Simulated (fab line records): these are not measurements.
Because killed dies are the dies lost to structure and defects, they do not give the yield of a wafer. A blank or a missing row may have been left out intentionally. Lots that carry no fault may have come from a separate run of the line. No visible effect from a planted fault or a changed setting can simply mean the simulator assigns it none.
Split-lot study | flow n5 finfet | route with 1938 steps; 7 lots, 21 wafers read

SPLIT DETAILS
At N5_BEOL_M2_COAT_67 (time 60 s, resist thk 60 nm), the setting spin rpm was moved away from the recipe's 1500 rpm on 3 of the 21 wafers read, by -4.5% to -3.0%. This setting was run at the recipe's value on the other wafers.

FROM THE SPLIT TO THE READING: what the file shows between them, 9 steps
- N5_BEOL_M2_EXPOSE_25: exposes mask V1, defocus 5 nm (also split here: dose mj)
- N5_BEOL_M2_PEB_26: peb time 60 s
- N5_BEOL_M2_DEVELOP_27: develop time 30 s
- N5_BEOL_M2_CD_MEAS_28: target cd 26.2 nm, target cd y 24.1 nm
- N5_BEOL_M2_ALD_98: deposits SiO2, target thk 2.5 nm, pulse time 1 s, co reactant pulse time 1 s
- N5_BEOL_M2_ETCHBACK_99: etches SiO2 in CHF3, target depth 5 nm, time 10.4 s
- N5_BEOL_M2_ETCH_70: etches SOC in N2/H2, target depth 80 nm, overetch 24 nm, time 130 s
- N5_BEOL_M2_STRIP_71: strips in N2/H2
- N5_BEOL_M2_STRIP_78: strips in N2/H2

THE READING
SOC_of_BEOL_M2_COAT_67.thk nm (the simulator's own value, which no gauge read), in nm, at N5_BEOL_M2_VIA_ETCH_34 (etches the open film in C4F6/O2, target depth 69.4 nm, time 65.9 s). The file does not state a usual value for it. Average 51.8 nm, standard deviation 0.13 nm, over the 18 wafers here run with the recipe.

wafer  | tool, chamber at the split | spin rpm as run, rpm | against the recipe | SOC_of_BEOL_M2_COAT_67.thk nm, nm | against lot-mates on the recipe
L075.1 | litho track-03, 0          | 1500                 | recipe             | 51.8                              | -
L075.2 | litho track-03, 0          | 1500                 | recipe             | 52                                | -
L075.3 | litho track-03, 0          | 1500                 | recipe             | 51.6                              | -
L074.1 | litho track-03, 0          | 1500                 | recipe             | 51.8                              | -
L074.2 | litho track-03, 0          | 1500                 | recipe             | 51.8                              | -
L074.5 | litho track-03, 0          | 1500                 | recipe             | 51.8                              | -
L078.1 | litho track-01, 0          | 1432                 | -4.5%              | 53                                | +1.2
L078.4 | litho track-01, 0          | 1500                 | recipe             | 51.8                              | -
L078.5 | litho track-01, 0          | 1432                 | -4.5%              | 53.2                              | +1.4
L083.3 | litho track-01, 0          | 1500                 | recipe             | 51.8                              | -
L083.6 | litho track-01, 0          | 1500                 | recipe             | 51.8                              | -
L083.5 | litho track-01, 0          | 1455                 | -3.0%              | 52.2                              | +0.4
L094.1 | litho track-02, 0          | 1500                 | recipe             | 51.8                              | -
L094.3 | litho track-02, 0          | 1500                 | recipe             | 51.8                              | -
L094.2 | litho track-02, 0          | 1500                 | recipe             | 51.4                              | -
L096.2 | litho track-02, 0          | 1500                 | recipe             | 51.8                              | -
L096.3 | litho track-02, 0          | 1500                 | recipe             | 51.8                              | -
L096.4 | litho track-02, 0          | 1500                 | recipe             | 51.8                              | -
L097.3 | litho track-01, 0          | 1500                 | recipe             | 51.6                              | -
L097.5 | litho track-01, 0          | 1500                 | recipe             | 51.6                              | -
L097.4 | litho track-01, 0          | 1500                 | recipe             | 51.8                              | -

FIT RESULTS
A straight line over all 21 wafers: SOC_of_BEOL_M2_COAT_67.thk nm changes by -0.272 nm for each +1% of spin rpm; r = -0.93; the points scatter about the line by 0.16 nm.
The same after taking each lot's own level away (the mean of its wafers on the recipe; 21 wafers): -0.261 nm for each +1%; r = -0.94; scatter 0.15 nm.
Per that fit: largest spin rpm move, reading shift of 1.2 nm.
From 51.67 to 51.80 nm: that is the span of the lots' own levels, equal to 1.1 times the standard deviation above.
The two slopes agree, so the slope changes little with the lot-to-lot level.
Check: for one of the wafers moved furthest among these (-4.5%), held out of the fit, the line's prediction against its lot-mates is +1.16 nm. It came out at +1.2 nm against them.

OTHER SPLITS APPLIED TO THESE WAFERS
These wafers also went through other splits before the reading. Each is held against what the fit with the lots' levels taken away leaves over:
other split on the same wafers       | wafers away from the commonest value | r with SOC_of_BEOL_M2_COAT_67.thk nm (lot level and that fit taken away)
N5_MOL_CONTACT_COAG_ETCH_47 source w | 8                                    | +0.35
N5_BEOL_M0_SAQP_ILD_DEP_01 time s    | 8                                    | -0.11
N5_BEOL_M0_SAQP_COAT_08 spin rpm     | 4                                    | +0.38
N5_BEOL_M0_ETCH_109 bias w           | 10                                   | -0.35
N5_BEOL_M1_CMP_52 down force psi     | 9                                    | -0.07
N5_BEOL_M2_EXPOSE_25 dose mj         | 6                                    | +0.27

THE WHOLE CHAIN: every reading that the file lists as answering this split, in the file's order
step                   | what it does                                                        | reading                                                                        | change (the file's fit)               | r (the file's)
N5_BEOL_M2_COAT_67     | time 60 s, resist thk 60 nm                                         | SOC_of_BEOL_M2_COAT_67.thk nm (the simulator's own value, which no gauge read) | -0.281 nm for each +1% of the setting | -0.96
N5_BEOL_M2_ETCH_70     | etches SOC in N2/H2, target depth 80 nm, overetch 24 nm, time 130 s | etch.depth nm (the simulator's own value, which no gauge read)                 | -0.265 nm for each +1% of the setting | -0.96
N5_BEOL_M2_VIA_ETCH_34 | etches the open film in C4F6/O2, target depth 69.4 nm, time 65.9 s  | SOC_of_BEOL_M2_COAT_67.thk nm (the simulator's own value, which no gauge read) | -0.24 nm for each +1% of the setting  | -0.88

FILE'S OWN FIT
SOC_of_BEOL_M2_COAT_67.thk nm changes by -0.24 nm for each +1% of spin rpm, r = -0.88.
